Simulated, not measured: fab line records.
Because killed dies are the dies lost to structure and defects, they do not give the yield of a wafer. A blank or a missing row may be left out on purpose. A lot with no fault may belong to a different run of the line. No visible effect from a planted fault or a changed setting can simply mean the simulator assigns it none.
Chamber matching / flow n5 finfet / ald metal-02 running N5_BEOL_M4_ALD_84: 4 sister chambers
The step deposits TaN, pulse time 2 s, purge time 3 s, co reactant purge time 2 s. 4 wafers are shown with their chamber, then 8 later ones without.

WAFERS WITH THEIR CHAMBER
wafer=L082.5; chamber=3; heater power w (W)=430
wafer=L085.2; chamber=2; heater power w (W)=478
wafer=L085.3; chamber=1; heater power w (W)=430
wafer=L091.1; chamber=0; heater power w (W)=424

WAFERS WITH NO CHAMBER GIVEN
wafer=L091.3; heater power w (W)=414
wafer=L091.5; heater power w (W)=418
wafer=L095.1; heater power w (W)=471
wafer=L095.2; heater power w (W)=422
wafer=L095.4; heater power w (W)=430
wafer=L097.1; heater power w (W)=421
wafer=L097.3; heater power w (W)=418
wafer=L097.5; heater power w (W)=426

EACH ONE'S CHAMBER
wafer=L091.3; from the rows above=can't be placed: 0 or 1 or 3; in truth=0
wafer=L091.5; from the rows above=can't be placed: 0 or 1 or 3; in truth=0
wafer=L095.1; from the rows above=2; in truth=2
wafer=L095.2; from the rows above=can't be placed: 0 or 1 or 3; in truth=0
wafer=L095.4; from the rows above=can't be placed: 1 or 3 or 0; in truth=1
wafer=L097.1; from the rows above=can't be placed: 0 or 1 or 3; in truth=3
wafer=L097.3; from the rows above=can't be placed: 0 or 1 or 3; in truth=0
wafer=L097.5; from the rows above=can't be placed: 0 or 1 or 3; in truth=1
1 of 8 placed correctly. Unplaceable from these rows: 7, with the true chamber sitting among the candidates in 7. Wrongly placed: 0.
How it was worked out, from the rows above alone: a wafer's distance from a chamber is the root of the sum, over the readings, of the square of ((its reading less the chamber's mean) divided by the reading's scatter). If the next closest chamber is less than 2 further off than the closest, the wafer can't be placed; otherwise it belongs to the closest. The mean given for a chamber averages the wafers shown for that chamber. The scatter (one wafer shown for each chamber): square how far every hidden wafer sits from the nearest shown wafer, average those squares and take the square root.
